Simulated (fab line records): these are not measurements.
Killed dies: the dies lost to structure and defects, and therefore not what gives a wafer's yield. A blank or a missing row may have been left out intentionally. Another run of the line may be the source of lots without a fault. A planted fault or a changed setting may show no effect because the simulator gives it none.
Matching of chambers + flow nand-harc + pecvd-02 running NHARC_P_M0_PRE_CLEAN_31: 3 sister chambers
The step time 12 s. 14 wafers are shown with their chamber, then 7 later ones without.

WAFERS, EACH WITH ITS CHAMBER
| wafer  | chamber | heater-power-w (W) | rf-fwd-power-W (W) |
|--------|---------|--------------------|--------------------|
| L075.3 | 0       | 611                | 294.2              |
| L075.5 | 2       | 662                | 292.5              |
| L075.6 | 0       | 608                | 292.9              |
| L077.4 | 1       | 622                | 292.0              |
| L077.5 | 2       | 674                | 292.0              |
| L077.6 | 0       | 574                | 293.6              |
| L080.2 | 1       | 665                | 291.7              |
| L080.4 | 0       | 559                | 294.3              |
| L080.6 | 2       | 659                | 292.7              |
| L088.3 | 0       | 642                | 292.6              |
| L088.4 | 2       | 618                | 293.8              |
| L088.6 | 1       | 637                | 290.7              |
| L089.1 | 0       | 603                | 290.8              |
| L089.2 | 1       | 644                | 292.9              |

SIGNATURES (means of the wafers above)
| reading        | chamber 0 | chamber 1 | chamber 2 | scatter within a chamber |
|----------------|-----------|-----------|-----------|--------------------------|
| heater-power-w | 599.50    | 642.00    | 653.25    | 25.3                     |
| rf-fwd-power-W | 293.067   | 291.825   | 292.750   | 1.07                     |
Rule: a wafer's distance from a chamber is the root of the sum, over the readings, of the square of ((its reading less the chamber's mean) divided by the reading's scatter). The wafer belongs to the nearest chamber; if the next one is less than 2 further off, it can't be placed. The scatter: take each reading less its chamber's mean, square it, sum over the shown wafers, divide by the number of wafers less the number of chambers, and take the root.

WAFERS MISSING THEIR CHAMBER
| wafer  | heater-power-w (W) | rf-fwd-power-W (W) |
|--------|--------------------|--------------------|
| L089.6 | 585                | 292.8              |
| L095.2 | 588                | 291.3              |
| L095.5 | 623                | 293.2              |
| L095.6 | 592                | 291.7              |
| L096.2 | 625                | 293.7              |
| L096.3 | 620                | 291.4              |
| L096.5 | 617                | 294.9              |

EACH ONE'S CHAMBER
| wafer  | from the rows above          | in truth |
|--------|------------------------------|----------|
| L089.6 | can't be placed: 0 or 1      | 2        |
| L095.2 | can't be placed: 0 or 1 or 2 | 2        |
| L095.5 | can't be placed: 0 or 2 or 1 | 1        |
| L095.6 | can't be placed: 0 or 1 or 2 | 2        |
| L096.2 | can't be placed: 0 or 2 or 1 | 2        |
| L096.3 | can't be placed: 1 or 0 or 2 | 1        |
| L096.5 | can't be placed: 0 or 2 or 1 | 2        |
Correctly placed: 0 of 7. Cannot be placed on the basis of these rows: 7; the candidates contain the true chamber in 6. 0 placed wrongly.
